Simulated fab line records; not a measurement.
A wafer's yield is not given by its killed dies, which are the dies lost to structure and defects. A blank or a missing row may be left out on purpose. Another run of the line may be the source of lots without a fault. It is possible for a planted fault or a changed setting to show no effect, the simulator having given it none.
fab line records -- flow n5-finfet
record: lots: 5, wafers: 15, last-day: 17
route steps=1938 shown BEOL_M4@1052
lots that met no fault: from a run of the same line without faults
start-h: hours from the record's opening day to when the first of the lot's shown wafers began -- wait-h: hours since the lot's step before -- " identical to the entry in the row above -- L1.1+2: one row covering several wafers at once -- - value missing, or start not given -- * or withheld: withheld -- < > ~ a bound
route shown NAME@n: a module of which the file shows steps, and the number in the route of the first -- usual: the fault-free wafers' mean and standard deviation -- same: alike in all rows -- chamber/n: place in a boat -- sites: per-site readings -- _std_site: the values' standard deviation -- _edge_site: inner sites' mean taken away from outer sites' mean -- radius-mm: how far each site lies from the wafer's centre -- mask NAME#n: copy n -- behind: the tool/chamber that last shaped the wafer -- hold: reason for holding the lot/hours on hold/outcome of the hold -- device: which transistor (n, p or np) failed to switch -- end of line: tests of these same wafers at the route's end -- a step without rows: its recipe alone -- killed: dies lost to structure and defects at the first sort, not the wafer's yield -- map: shows each die of a wafer: x if killed, . if not, _ if none is there
set.NAME: the setting that was run; set.NAME@STEP: the one run at that earlier step -- model.NAME: the simulator's own value behind a step, which no gauge read
lots at selected steps of the route; one table per step, one row per wafer
services: from which hour (start-h, from the record's first day; less than 0 if before it) a tool's chamber was out of use, for how many hours, and why
== steps ==
step: N5_BEOL_M4_SOFTBAKE_23
recipe: temp-c: 110, time-s: 60, resist: CAR-EUV
usual: resist-line-temp-C: 23.00/0.097
lot.wafer,tool,chamber,start-h,wait-h,resist-line-temp-C
L075.1,litho-track-04,0,-,-,23.07
L075.5,litho-track-04,0,-,-,23.05
L075.6,litho-track-04,0,-,-,22.98
L085.4,litho-track-03,0,-,-,22.86
L085.5,litho-track-03,0,-,-,22.97
L085.6,litho-track-03,0,-,-,23.04
L087.1,litho-track-04,0,-,-,22.92
L087.2,litho-track-04,0,-,-,22.98
L087.6,litho-track-04,0,-,-,22.90
L089.3,litho-track-02,0,-,-,23.03
L089.4,litho-track-02,0,-,-,23.02
L089.5,litho-track-02,0,-,-,22.98
L095.2,litho-track-04,0,-,-,23.06
L095.4,litho-track-04,0,-,-,22.96
L095.5,litho-track-04,0,-,-,22.98
step: N5_BEOL_M4_EXPOSE_25
recipe: mask-id: V3, na: 0.33, source-shape: quasar, sigma-inner: 0.2, sigma-outer: 0.8, polarization: unpolarized, defocus-nm: 5, dose-mj: 63
lot.wafer,tool,chamber,start-h,wait-h,mask
L075.1+5+6,euv-scanner-01,0,173.34,-,V3#0
L085.4+5+6,euv-scanner-01,0,225.73,-,V3#0
L087.1+2+6,euv-scanner-02,0,247.04,-,V3#0
L089.3+4+5,euv-scanner-02,0,252.95,-,V3#0
L095.2+4+5,euv-scanner-02,0,285.20,-,V3#0
step: N5_BEOL_M4_PEB_26
recipe: peb-temp-c: 100, peb-time-s: 60, resist: CAR-EUV
usual: resist-line-temp-C: 22.99/0.11
lot.wafer,tool,chamber,start-h,wait-h,resist-line-temp-C
L075.1,litho-track-02,0,173.41,0.1,22.85
L075.5,litho-track-02,0,173.41,0.1,23.02
L075.6,litho-track-02,0,173.41,0.1,22.84
L085.4,litho-track-02,0,225.79,0.0,23.15
L085.5,litho-track-02,0,225.79,0.0,23.00
L085.6,litho-track-02,0,225.79,0.0,22.88
L087.1,litho-track-04,0,247.12,0.1,23.07
L087.2,litho-track-04,0,247.12,0.1,23.02
L087.6,litho-track-04,0,247.12,0.1,22.91
L089.3,litho-track-02,0,253.01,0.1,23.03
L089.4,litho-track-02,0,253.01,0.1,22.99
L089.5,litho-track-02,0,253.01,0.1,22.88
L095.2,litho-track-03,0,285.27,0.1,22.90
L095.4,litho-track-03,0,285.27,0.1,22.83
L095.5,litho-track-03,0,285.27,0.1,23.04
step: N5_BEOL_M4_DEVELOP_27
recipe: develop-time-s: 30, developer: TMAH, resist: CAR-EUV, rinse-liquid: surfactant-rinse, dry: air-spin, dev-temp-c: 23
usual: developer-temp-C: 23.00/0.1, resist-line-temp-C: 23.00/0.092
lot.wafer,tool,chamber,start-h,wait-h,developer-temp-C,resist-line-temp-C
L075.1,litho-track-02,0,-,-,23.23,22.85
L075.5,litho-track-02,0,-,-,23.16,22.85
L075.6,litho-track-02,0,-,-,23.16,22.99
L085.4,litho-track-02,0,-,-,23.00,22.90
L085.5,litho-track-02,0,-,-,23.06,22.91
L085.6,litho-track-02,0,-,-,22.82,22.90
L087.1,litho-track-04,0,-,-,22.97,22.98
L087.2,litho-track-04,0,-,-,22.99,22.99
L087.6,litho-track-04,0,-,-,23.01,22.85
L089.3,litho-track-02,0,-,-,23.08,23.01
L089.4,litho-track-02,0,-,-,22.93,23.04
L089.5,litho-track-02,0,-,-,22.90,23.08
L095.2,litho-track-03,0,-,-,23.17,23.05
L095.4,litho-track-03,0,-,-,22.95,23.14
L095.5,litho-track-03,0,-,-,23.05,22.91
step: N5_BEOL_M4_CD_MEAS_28
recipe: target-cd-nm: 26.2, landing-energy-ev: 500, detector: se-inlens, target-cd-y-nm: 24.1, polarity: opening
usual: cd-nm: 26.25/0.25
lot.wafer,tool,chamber,start-h,wait-h,cd-nm
L075.1,cd-sem-03,0,173.48,-,25.84
L075.5,cd-sem-03,0,173.48,-,25.92
L075.6,cd-sem-03,0,173.48,-,26.04
L085.4,cd-sem-02,0,225.85,-,26.40
L085.5,cd-sem-02,0,225.85,-,26.39
L085.6,cd-sem-02,0,225.85,-,26.57
L087.1,cd-sem-03,0,247.19,-,26.34
L087.2,cd-sem-03,0,247.19,-,25.94
L087.6,cd-sem-03,0,247.19,-,26.48
L089.3,cd-sem-01,0,253.08,-,26.18
L089.4,cd-sem-01,0,253.08,-,26.04
L089.5,cd-sem-01,0,253.08,-,26.54
L095.2,cd-sem-03,0,285.34,-,26.34
L095.4,cd-sem-03,0,285.34,-,26.33
L095.5,cd-sem-03,0,285.34,-,25.95
step: N5_BEOL_M4_OVL_MEAS_29
recipe: points-per-wafer: 522
usual: V3_OVL: 0.5/0.68
lot.wafer,tool,chamber,start-h,wait-h,V3_OVL[nm]
L075.1,overlay-02,0,173.51,0.0,0.7
L075.5,overlay-02,0,173.51,0.0,1.5
L075.6,overlay-02,0,173.51,0.0,0.9
L085.4,overlay-01,0,225.90,0.0,0.2
L085.5,overlay-01,0,225.90,0.0,-0.1
L085.6,overlay-01,0,225.90,0.0,-1.4
L087.1,overlay-01,0,247.22,0.0,1.4
L087.2,overlay-01,0,247.22,0.0,0.7
L087.6,overlay-01,0,247.22,0.0,0.8
L089.3,overlay-02,0,253.12,0.0,-0.3
L089.4,overlay-02,0,253.12,0.0,1.0
L089.5,overlay-02,0,253.12,0.0,0.1
L095.2,overlay-01,0,285.37,0.0,0.0
L095.4,overlay-01,0,285.37,0.0,0.8
L095.5,overlay-01,0,285.37,0.0,0.5
step: N5_BEOL_M4_INSPECT_30
recipe: mode: adi, inspect-instrument: brightfield
usual: raw-defect-count: 418/100
lot.wafer,tool,chamber,start-h,wait-h,raw-defect-count
L075.1,defect-inspect-01,-,173.57,0.1,428
L075.5,defect-inspect-01,-,173.57,0.1,224
L075.6,defect-inspect-01,-,173.57,0.1,316
L085.4,defect-inspect-02,-,225.94,0.0,343
L085.5,defect-inspect-02,-,225.94,0.0,344
L085.6,defect-inspect-02,-,225.94,0.0,309
L087.1,defect-inspect-02,-,247.27,0.1,571
L087.2,defect-inspect-02,-,247.27,0.1,392
L087.6,defect-inspect-02,-,247.27,0.1,489
L089.3,defect-inspect-02,-,253.17,0.0,382
L089.4,defect-inspect-02,-,253.17,0.0,364
L089.5,defect-inspect-02,-,253.17,0.0,380
L095.2,defect-inspect-02,-,285.43,0.0,511
L095.4,defect-inspect-02,-,285.43,0.0,657
L095.5,defect-inspect-02,-,285.43,0.0,434
step: N5_BEOL_M4_DESCUM_33
recipe: chemistry: O2, time-s: 7, source-power-w: 50, bias-power-w: 20, pressure-mtorr: 20, rf-frequency-hz: 2.712e+07, temp-c: 40, resist: CAR-EUV, o2-flow-sccm: 225
usual: drypump-motor-current-A: 5.64/0.3, o2-flow-sccm: 225.1/0.71, oes-product-au: 0.75/0.082, rf-vpp-V: 243.3/1.3, showerhead-plenum-p-Torr: 2.10/0.076, throttle-valve-pct: 20.48/0.26
lot.wafer,tool,chamber,start-h,wait-h,drypump-motor-current-A,o2-flow-sccm,oes-product-au,rf-hours-counter-h,rf-vpp-V,showerhead-plenum-p-Torr,throttle-valve-pct
L075.1,rie-diel-03,1,173.61,0.0,5.30,224.7,0.71,187,243.8,2.16,20.41
L075.5,rie-diel-03,1,173.61,0.0,5.28,224.8,0.71,-,244.5,2.16,20.42
L075.6,rie-diel-03,0,173.61,0.0,5.55,224.1,0.77,-,242.7,1.99,20.35
L085.4,rie-diel-03,0,226.12,0.2,5.53,225.9,0.76,-,242.5,1.99,20.38
L085.5,rie-diel-03,2,226.12,0.2,6.13,225.2,0.68,-,242.4,2.06,20.26
L085.6,rie-diel-03,1,226.12,0.2,5.30,225.2,0.69,-,244.0,2.15,20.46
L087.1,rie-diel-03,0,247.31,0.0,5.55,224.4,0.75,173,243.8,1.98,20.38
L087.2,rie-diel-03,3,247.31,0.0,5.90,224.9,0.84,73,243.9,2.23,20.48
L087.6,rie-diel-03,0,247.31,0.0,5.55,223.5,0.75,-,241.0,1.98,20.39
L089.3,rie-diel-02,0,253.20,0.0,5.60,224.6,0.66,243,240.9,2.07,20.47
L089.4,rie-diel-02,0,253.20,0.0,5.60,224.6,0.67,-,241.4,2.07,20.45
L089.5,rie-diel-02,1,253.20,0.0,5.87,224.8,0.70,-,243.1,2.15,20.68
L095.2,rie-diel-06,1,285.46,0.0,5.44,224.7,0.70,244,242.9,2.07,20.87
L095.4,rie-diel-06,3,285.46,0.0,5.19,225.2,0.73,-,242.8,1.99,20.26
L095.5,rie-diel-06,0,285.46,0.0,5.81,225.2,0.71,-,244.2,2.15,20.59
step: N5_BEOL_M4_ETCH_77
recipe: chemistry: N2/H2, target: underlayer, target-depth-a: 65, mask-material: CAR-EUV, time-s: 5.2, ion-energy-ev: 200, pressure-mtorr: 30, source-w: 840, bias-w: 150, n2-flow-sccm: 200, h2-flow-sccm: 200, ends: cleared
usual: drypump-motor-current-A: 5.64/0.3, etch-rf-on-time-s: 5.18/0.13, oes-product-au: 0.64/0.069, rf-vpp-V: 524.2/2.9, showerhead-plenum-p-Torr: 2.55/0.088, throttle-valve-pct: 17.96/0.25
lot.wafer,tool,chamber,start-h,wait-h,drypump-motor-current-A,etch-rf-on-time-s,oes-product-au,rf-hours-counter-h,rf-vpp-V,showerhead-plenum-p-Torr,throttle-valve-pct
L075.1,rie-diel-03,1,173.64,0.0,5.30,5.05,0.61,187,526.2,2.63,17.91
L075.5,rie-diel-03,1,173.64,0.0,5.29,5.02,0.61,-,525.2,2.63,17.93
L075.6,rie-diel-03,0,173.64,0.0,5.54,5.18,0.66,-,521.6,2.46,18.10
L085.4,rie-diel-03,0,226.15,0.0,5.53,5.17,0.64,-,522.3,2.45,18.16
L085.5,rie-diel-03,2,226.15,0.0,6.11,5.33,0.59,-,523.9,2.50,17.89
L085.6,rie-diel-03,1,226.15,0.0,5.30,5.15,0.59,-,524.4,2.62,17.97
L087.1,rie-diel-03,0,247.34,0.0,5.56,5.15,0.64,173,520.9,2.45,18.17
L087.2,rie-diel-03,3,247.34,0.0,5.92,5.31,0.70,73,528.2,2.68,17.83
L087.6,rie-diel-03,0,247.34,0.0,5.55,5.17,0.65,-,520.7,2.45,18.14
L089.3,rie-diel-02,0,253.23,0.0,5.55,5.53,0.56,243,523.3,2.50,17.76
L089.4,rie-diel-02,0,253.23,0.0,5.65,5.49,0.56,-,523.8,2.49,17.77
L089.5,rie-diel-02,1,253.23,0.0,5.87,5.23,0.60,-,525.4,2.61,18.20
L095.2,rie-diel-06,1,285.49,0.0,5.41,5.31,0.59,244,522.7,2.51,18.31
L095.4,rie-diel-06,3,285.49,0.0,5.19,5.21,0.61,-,520.1,2.41,17.70
L095.5,rie-diel-06,0,285.49,0.0,5.82,5.13,0.60,-,526.2,2.63,18.10
step: N5_BEOL_M4_ETCH_69
recipe: chemistry: CF4, target: SiARC, target-depth-a: 156, mask-material: CAR-EUV, time-s: 26, ion-energy-ev: 80, pressure-mtorr: 40, source-w: 545, bias-w: 36, Ar_flow_sccm: 100, cf4-flow-sccm: 100, ends: cleared
usual: drypump-motor-current-A: 5.64/0.3, etch-rf-on-time-s: 26.0/0.63, oes-product-au: 0.64/0.07, rf-vpp-V: 184.1/1.3, showerhead-plenum-p-Torr: 2.15/0.071, throttle-valve-pct: 15.72/0.23
lot.wafer,tool,chamber,start-h,wait-h,drypump-motor-current-A,etch-rf-on-time-s,oes-product-au,rf-hours-counter-h,rf-vpp-V,showerhead-plenum-p-Torr,throttle-valve-pct
L075.1,rie-diel-03,1,173.66,0.0,5.31,25.4,0.61,187,185.7,2.21,15.66
L075.5,rie-diel-03,1,173.66,0.0,5.29,25.2,0.62,-,183.7,2.21,15.63
L075.6,rie-diel-03,0,173.66,0.0,5.56,25.9,0.66,-,184.2,2.06,15.64
L085.4,rie-diel-03,0,226.19,0.0,5.56,25.7,0.65,-,182.5,2.05,15.68
L085.5,rie-diel-03,2,226.19,0.0,6.11,26.6,0.58,-,182.5,2.12,15.64
L085.6,rie-diel-03,1,226.19,0.0,5.29,25.3,0.60,-,184.5,2.20,15.69
L087.1,rie-diel-03,0,247.36,0.0,5.58,25.8,0.64,173,181.2,2.05,15.68
L087.2,rie-diel-03,3,247.36,0.0,5.93,26.7,0.71,73,185.0,2.25,15.52
L087.6,rie-diel-03,0,247.36,0.0,5.58,25.9,0.65,-,181.6,2.05,15.69
L089.3,rie-diel-02,0,253.25,0.0,5.60,27.4,0.56,243,184.1,2.12,15.74
L089.4,rie-diel-02,0,253.25,0.0,5.61,27.5,0.56,-,183.8,2.12,15.75
L089.5,rie-diel-02,1,253.25,0.0,5.87,26.0,0.60,-,185.8,2.20,15.93
L095.2,rie-diel-06,1,285.51,0.0,5.42,27.1,0.58,244,185.0,2.11,16.01
L095.4,rie-diel-06,3,285.51,0.0,5.21,26.0,0.61,-,182.1,2.04,15.48
L095.5,rie-diel-06,0,285.51,0.0,5.80,25.7,0.61,-,184.7,2.20,15.80
step: N5_BEOL_M4_ALD_98
recipe: material: SiO2, target-thk-a: 25, temp-c: 100, ald-precursor-family: BDEAS, ald-co-reactant: O2-plasma, pulse-time-s: 1, co-reactant-pulse-time-s: 1, purge-time-s: 2, co-reactant-purge-time-s: 2, ald-cycles: 17, pressure-torr: 2
usual: heater-power-w: 79/11, precursor-pulse-height-rel: 0.999/0.021
lot.wafer,tool,chamber,start-h,wait-h,heater-power-w,precursor-pulse-height-rel
L075.1,ald-sin-02,2,173.74,0.1,80,1.034
L075.5,ald-sin-02,1,173.74,0.1,79,0.963
L075.6,ald-sin-02,2,173.74,0.1,79,0.979
L085.4,ald-sin-01,2,226.71,0.5,72,0.984
L085.5,ald-sin-01,2,226.71,0.5,71,0.994
L085.6,ald-sin-01,3,226.71,0.5,81,1.025
L087.1,ald-sin-03,0,247.45,0.1,96,1.023
L087.2,ald-sin-03,3,247.45,0.1,78,0.976
L087.6,ald-sin-03,0,247.45,0.1,97,0.997
L089.3,ald-sin-02,0,253.33,0.1,93,0.966
L089.4,ald-sin-02,1,253.33,0.1,81,0.999
L089.5,ald-sin-02,1,253.33,0.1,78,0.989
L095.2,ald-sin-03,0,285.78,0.2,96,0.997
L095.4,ald-sin-03,1,285.78,0.2,56,1.003
L095.5,ald-sin-03,3,285.78,0.2,79,0.979
step: N5_BEOL_M4_ETCHBACK_99
recipe: chemistry: CHF3, target: SiO2, target-depth-a: 50, time-s: 10.4, source-w: 215, bias-w: 47, Ar_flow_sccm: 200, CHF3_flow_sccm: 12, ion-energy-ev: 100, pressure-mtorr: 30
usual: drypump-motor-current-A: 5.64/0.29, oes-product-au: 0.73/0.063, rf-vpp-V: 240/4.6, showerhead-plenum-p-Torr: 2.16/0.071, throttle-valve-pct: 17.15/0.23
lot.wafer,tool,chamber,start-h,wait-h,drypump-motor-current-A,oes-product-au,rf-hours-counter-h,rf-vpp-V,showerhead-plenum-p-Torr,throttle-valve-pct
L075.1,rie-diel-02,1,179.00,5.2,5.86,0.72,213,244,2.21,17.26
L075.5,rie-diel-02,2,179.00,5.2,5.39,0.71,-,241,2.13,17.05
L075.6,rie-diel-02,3,179.00,5.2,5.57,0.73,-,238,2.13,17.54
L085.4,rie-diel-02,0,242.21,15.5,5.61,0.66,-,240,2.12,17.06
L085.5,rie-diel-02,1,242.21,15.5,5.87,0.71,-,243,2.20,17.29
L085.6,rie-diel-02,3,242.21,15.5,5.55,0.72,-,239,2.12,17.56
L087.1,rie-diel-03,0,250.05,2.6,5.55,0.75,174,236,2.05,17.13
L087.2,rie-diel-03,1,250.05,2.6,5.30,0.70,216,232,2.20,17.09
L087.6,rie-diel-03,2,250.05,2.6,6.14,0.69,-,236,2.12,17.03
L089.3,rie-diel-03,3,259.57,6.2,5.91,0.83,78,242,2.25,16.88
L089.4,rie-diel-03,1,259.57,6.2,5.26,0.68,-,230,2.20,17.10
L089.5,rie-diel-03,0,259.57,6.2,5.54,0.75,-,238,2.05,17.15
L095.2,rie-diel-06,0,287.56,1.7,5.80,0.71,216,238,2.22,17.27
L095.4,rie-diel-06,3,287.56,1.7,5.24,0.70,207,238,2.03,16.90
L095.5,rie-diel-06,0,287.56,1.7,5.80,0.70,-,238,2.22,17.27
== services ==
tool,chamber,start-h,hours,kind
euv-scanner-02,-,166.41,4.6,pm
litho-track-04,-,168.40,-,consumable-replace:filter
euv-scanner-02,-,183.17,1.1,repair
rie-diel-02,3,185.18,6.4,repair
euv-scanner-01,-,187.69,1.0,repair
euv-scanner-01,-,188.90,1.0,pm
euv-scanner-02,-,192.83,1.5,repair
euv-scanner-02,-,196.34,3.4,repair
litho-track-04,-,199.28,-,consumable-replace:filter
euv-scanner-02,-,203.80,1.0,pm
ald-sin-02,-,212.74,1.2,repair
rie-diel-03,3,225.89,3.9,repair
ald-sin-01,-,240.48,14.6,pm
ald-sin-03,1,242.68,37.2,repair
euv-scanner-01,-,245.05,1.0,pm
ald-sin-02,-,249.69,0.8,pm
rie-diel-03,2,256.56,-,clean
rie-diel-03,2,256.56,-,consumable-replace:focus-ring
rie-diel-03,2,256.56,32.4,scheduled-down
rie-diel-03,2,256.56,32.4,vent-cycle
euv-scanner-01,-,258.19,1.7,repair
euv-scanner-02,-,259.95,1.0,pm
ald-sin-02,-,268.40,14.0,pm
rie-diel-06,2,279.68,6.7,repair
== key ==
fault none
